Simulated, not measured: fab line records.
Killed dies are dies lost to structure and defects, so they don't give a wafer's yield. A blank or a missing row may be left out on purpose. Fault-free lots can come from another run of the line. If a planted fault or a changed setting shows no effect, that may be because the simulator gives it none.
Which tool is to blame?	flow nand harc	24 lots with 72 wafers sampled at 5 steps, on a route of 1159 steps

== WHAT EACH GAUGE READ, for each wafer ==
NHARC_P_M2_INSPECT_27.
lot	measured	on	raw defect count
L074	day 6 07:53	defect inspect-01	250 573 249
L075	day 6 08:33	defect inspect-02	255 328 269
L076	day 6 15:11	defect inspect-02	173 141 165
L077	day 6 22:10	defect inspect-01	197 450 245
L078	day 7 03:14	defect inspect-02	343 213 334
L079	day 7 16:02	defect inspect-01	361 345 363
L080	day 7 18:19	defect inspect-01	496 372 319
L081	day 8 04:35	defect inspect-01	960 339 757
L082	day 8 05:53	defect inspect-02	242 165 209
L083	day 8 06:44	defect inspect-02	212 306 278
L084	day 8 18:49	defect inspect-02	380 374 276
L085	day 8 23:13	defect inspect-01	349 500 397
L088	day 9 09:35	defect inspect-01	374 479 439
L086	day 9 13:24	defect inspect-01	293 370 241
L087	day 9 14:30	defect inspect-02	243 238 195
L089	day 10 05:12	defect inspect-01	192 230 223
L091	day 10 11:49	defect inspect-02	189 306 275
L090	day 10 12:44	defect inspect-01	196 203 195
L093	day 10 20:49	defect inspect-02	451 691 409
L092	day 10 22:06	defect inspect-01	175 418 238
L094	day 11 07:28	defect inspect-01	426 389 619
L095	day 11 08:13	defect inspect-01	432 444 332
L096	day 11 22:08	defect inspect-01	370 645 369
L097	day 11 22:55	defect inspect-02	276 213 246

== WHICH TOOL RAN EACH LOT (tool, then ch and the chambers of the sampled wafers, then the start) ==
lot	NHARC_P_M0_PVD_21	NHARC_P_M0_CMP_23	NHARC_P_M1_PRE_CLEAN_30	NHARC_P_M2_DESCUM_14
L074	pvd sputter-02, day 5 23:15 or earlier	cmp-01 ch 2,3, day 5 23:15	pvd sputter-01, day 6 05:19 or earlier	rie diel-09 ch 0,3, day 6 05:19
L075	pvd sputter-03, day 5 23:47 or earlier	cmp-03 ch 1,2,3, day 5 23:47	pvd sputter-02, day 6 06:01 or earlier	rie diel-09 ch 1,3, day 6 06:01
L076	pvd sputter-02, day 6 06:20 or earlier	cmp-01 ch 2,3, day 6 06:20	pvd sputter-02, day 6 12:33 or earlier	rie diel-09 ch 1,2, day 6 12:33
L077	pvd sputter-02, day 6 13:38 or earlier	cmp-03 ch 1,2, day 6 13:38	pvd sputter-03, day 6 19:37 or earlier	rie diel-09 ch 0,2, day 6 19:37
L078	pvd sputter-03, day 6 14:15 or earlier	cmp-03 ch 0,1,2, day 6 14:15	pvd sputter-02, day 7 00:21 or earlier	rie diel-03 ch 1,2,3, day 7 00:21
L079	pvd sputter-02, day 7 06:43 or earlier	cmp-03 ch 0,2,3, day 7 06:43	pvd sputter-01, day 7 13:15 or earlier	rie diel-09 ch 0,1,2, day 7 13:15
L080	pvd sputter-01, day 7 09:21 or earlier	cmp-03 ch 0,1,3, day 7 09:21	pvd sputter-02, day 7 15:40 or earlier	rie diel-03 ch 0,3, day 7 15:40
L081	pvd sputter-02, day 7 19:37 or earlier	cmp-03 ch 2,3, day 7 19:37	pvd sputter-03, day 8 02:01 or earlier	rie diel-09 ch 1,2,3, day 8 02:01
L082	pvd sputter-02, day 7 20:46 or earlier	cmp-03 ch 0,1,3, day 7 20:46	pvd sputter-03, day 8 03:17 or earlier	rie diel-09 ch 0,2, day 8 03:17
L083	pvd sputter-02, day 7 21:38 or earlier	cmp-01 ch 1,2, day 7 21:38	pvd sputter-01, day 8 04:01 or earlier	rie diel-09 ch 1,2,3, day 8 04:01
L084	pvd sputter-02, day 8 10:09 or earlier	cmp-04 ch 1,3, day 8 10:09	pvd sputter-02, day 8 16:13 or earlier	rie diel-09 ch 2,3, day 8 16:13
L085	pvd sputter-01, day 8 14:38 or earlier	cmp-04 ch 1,2,3, day 8 14:38	pvd sputter-01, day 8 20:38 or earlier	rie diel-09 ch 0,1, day 8 20:38
L088	pvd sputter-03, day 8 23:46 or earlier	cmp-03 ch 0,1, day 8 23:46	pvd sputter-03, day 9 06:50 or earlier	rie diel-09 ch 0,2,3, day 9 06:50
L086	pvd sputter-01, day 9 04:48 or earlier	cmp-04 ch 0,1,3, day 9 04:48	pvd sputter-03, day 9 10:49 or earlier	rie diel-09 ch 0,1,2, day 9 10:49
L087	pvd sputter-03, day 9 05:56 or earlier	cmp-03 ch 0,1,3, day 9 05:56	pvd sputter-02, day 9 11:52 or earlier	rie diel-09 ch 1,3, day 9 11:52
L089	pvd sputter-01, day 9 20:28 or earlier	cmp-01 ch 0,2,3, day 9 20:28	pvd sputter-03, day 10 02:38 or earlier	rie diel-09 ch 0,2,3, day 10 02:38
L091	pvd sputter-01, day 10 03:08 or earlier	cmp-03 ch 0,1,3, day 10 03:08	pvd sputter-03, day 10 09:13 or earlier	rie diel-09 ch 0,1,2, day 10 09:13
L090	pvd sputter-01, day 10 03:42 or earlier	cmp-01 ch 2,3, day 10 03:42	pvd sputter-01, day 10 09:59 or earlier	rie diel-09 ch 0,2,3, day 10 09:59
L093	pvd sputter-01, day 10 11:56 or earlier	cmp-04 ch 1,2,3, day 10 11:56	pvd sputter-02, day 10 18:08 or earlier	rie diel-03 ch 1,2,3, day 10 18:08
L092	pvd sputter-01, day 10 13:08 or earlier	cmp-04 ch 1,2,3, day 10 13:08	pvd sputter-01, day 10 19:15 or earlier	rie diel-03 ch 1,2,3, day 10 19:15
L094	pvd sputter-02, day 10 22:07 or earlier	cmp-01 ch 0,1, day 10 22:07	pvd sputter-03, day 11 04:53 or earlier	rie diel-03 ch 1,2, day 11 04:53
L095	pvd sputter-02, day 10 22:49 or earlier	cmp-03 ch 0,2,3, day 10 22:49	pvd sputter-02, day 11 05:27 or earlier	rie diel-03 ch 1,2, day 11 05:27
L096	pvd sputter-02, day 11 12:59 or earlier	cmp-04 ch 0,1,3, day 11 12:59	pvd sputter-01, day 11 19:05 or earlier	rie diel-12 ch 0,1, day 11 19:05
L097	pvd sputter-01, day 11 13:24 or earlier	cmp-01 ch 0,1,3, day 11 13:24	pvd sputter-03, day 11 19:50 or earlier	rie diel-03 ch 0,1,3, day 11 19:50
- NHARC_P_M0_PVD_21: deposits Cu, target thk 30 nm, time 20.49 s.
- NHARC_P_M0_CMP_23: polishes, t overpolish 20 s, target thk 117.53 nm.
- NHARC_P_M1_PRE_CLEAN_30: time 30 s.
- NHARC_P_M2_DESCUM_14: chemistry O2, time 3 s.

== AS READ BY THE TOOLS THEMSELVES (means over the sampled wafers that have a number; for cases with no such wafer, the mark the record gives instead) ==
NHARC_P_M0_PVD_21.
lot	tool	throttle valve pct (%)
L074	pvd sputter-02	29.3
L075	pvd sputter-03	29.9
L076	pvd sputter-02	30.7
L077	pvd sputter-02	30.3
L078	pvd sputter-03	30.0
L079	pvd sputter-02	29.9
L080	pvd sputter-01	30.4
L081	pvd sputter-02	29.1
L082	pvd sputter-02	30.6
L083	pvd sputter-02	30.1
L084	pvd sputter-02	30.6
L085	pvd sputter-01	29.9
L088	pvd sputter-03	30.8
L086	pvd sputter-01	29.8
L087	pvd sputter-03	30.1
L089	pvd sputter-01	30.0
L091	pvd sputter-01	30.6
L090	pvd sputter-01	30.7
L093	pvd sputter-01	30.6
L092	pvd sputter-01	30.8
L094	pvd sputter-02	30.1
L095	pvd sputter-02	30.5
L096	pvd sputter-02	30.7
L097	pvd sputter-01	30.5

NHARC_P_M0_CMP_23.
lot	tool	motor current A (A)	retaining ring pressure frac	time to endpoint s (s)
L074	cmp-01	11.3	1.004	27.3
L075	cmp-03	11.7	0.999	27.5
L076	cmp-01	12.2	0.999	25.7
L077	cmp-03	12.2	1.002	30.0
L078	cmp-03	12.7	0.997	29.3
L079	cmp-03	12.4	1.005	32.0
L080	cmp-03	11.8	0.996	33.8
L081	cmp-03	10.9	0.999	27.8
L082	cmp-03	11.9	0.995	31.5
L083	cmp-01	11.7	1.001	29.6
L084	cmp-04	11.8	1.003	29.6
L085	cmp-04	11.6	1.004	31.8
L088	cmp-03	12.6	1.001	32.9
L086	cmp-04	11.8	0.997	31.0
L087	cmp-03	12.0	1.002	31.2
L089	cmp-01	11.7	0.997	28.2
L091	cmp-03	12.1	0.994	31.6
L090	cmp-01	12.2	1.002	28.2
L093	cmp-04	11.6	1.000	32.2
L092	cmp-04	11.8	0.999	28.7
L094	cmp-01	11.1	1.003	33.2
L095	cmp-03	12.4	1.000	26.8
L096	cmp-04	11.5	1.000	29.3
L097	cmp-01	11.6	0.998	32.0

NHARC_P_M1_PRE_CLEAN_30.
lot	tool	heater power w (W)
L074	pvd sputter-01	442
L075	pvd sputter-02	487
L076	pvd sputter-02	488
L077	pvd sputter-03	408
L078	pvd sputter-02	448
L079	pvd sputter-01	438
L080	pvd sputter-02	487
L081	pvd sputter-03	417
L082	pvd sputter-03	413
L083	pvd sputter-01	410
L084	pvd sputter-02	425
L085	pvd sputter-01	423
L088	pvd sputter-03	387
L086	pvd sputter-03	398
L087	pvd sputter-02	425
L089	pvd sputter-03	401
L091	pvd sputter-03	387
L090	pvd sputter-01	427
L093	pvd sputter-02	484
L092	pvd sputter-01	437
L094	pvd sputter-03	391
L095	pvd sputter-02	418
L096	pvd sputter-01	420
L097	pvd sputter-03	411

NHARC_P_M2_DESCUM_14.
lot	tool	drypump motor current A (A)	oes product au (a.u.)	rf vpp V (V)	showerhead plenum p Torr (Torr)	throttle valve pct (%)
L074	rie diel-09	5.0	0.999	57.5	1.82	11.311
L075	rie diel-09	5.5	1.010	57.4	1.87	11.317
L076	rie diel-09	5.4	0.995	57.8	1.91	11.308
L077	rie diel-09	4.9	0.990	57.7	1.83	11.317
L078	rie diel-03	5.5	1.009	57.4	1.86	11.299
L079	rie diel-09	5.3	0.995	57.4	1.87	11.314
L080	rie diel-03	5.8	0.996	57.6	1.81	11.313
L081	rie diel-09	5.4	0.994	57.8	1.89	11.312
L082	rie diel-09	5.0	0.995	57.8	1.86	11.307
L083	rie diel-09	5.4	1.000	57.6	1.89	11.313
L084	rie diel-09	5.1	1.006	58.1	1.87	11.318
L085	rie diel-09	5.3	0.994	57.3	1.83	11.308
L088	rie diel-09	5.0	0.998	57.4	1.85	11.303
L086	rie diel-09	5.3	0.996	57.1	1.87	11.304
L087	rie diel-09	5.4	1.012	58.0	1.87	11.313
L089	rie diel-09	5.0	0.996	57.5	1.85	11.310
L091	rie diel-09	5.3	0.995	57.7	1.87	11.303
L090	rie diel-09	5.0	0.999	59.0	1.85	11.311
L093	rie diel-03	5.5	1.005	57.9	1.85	11.305
L092	rie diel-03	5.5	1.001	57.6	1.85	11.307
L094	rie diel-03	5.4	1.006	57.3	1.86	11.320
L095	rie diel-03	5.6	0.997	57.6	1.91	11.314
L096	rie diel-12	5.9	0.986	58.4	1.94	11.310
L097	rie diel-03	5.9	1.000	57.1	1.86	11.310

== THE ANSWER, worked out from the rows above alone ==
Rule: what is usual is taken from the lots themselves. Put in order of their means at a reading, lots are off if they are a third of the lots or fewer, leave a main group of 4 or more, and stand apart from it by a gap of 3 or more times the standard deviation of the main group's means; of several such gaps the widest counts. If all means in a main group match to the digits the tables above print for the reading, that group is not used. A lot without any number at a reading at which 4 lots or more have one is off too. The other lots that the step has rows for count as sound. The gauges are gone through in route order, then the tools' own readings, and for those a lot's mean is taken as printed above. The first step at which some lot is off is used, and at that step the reading that is off furthest; a lot without a number counts as furthest.
None of the lots is off at any reading shown; this tells nothing.

== WHAT HAD BEEN PUT IN BY THE SIMULATOR ==
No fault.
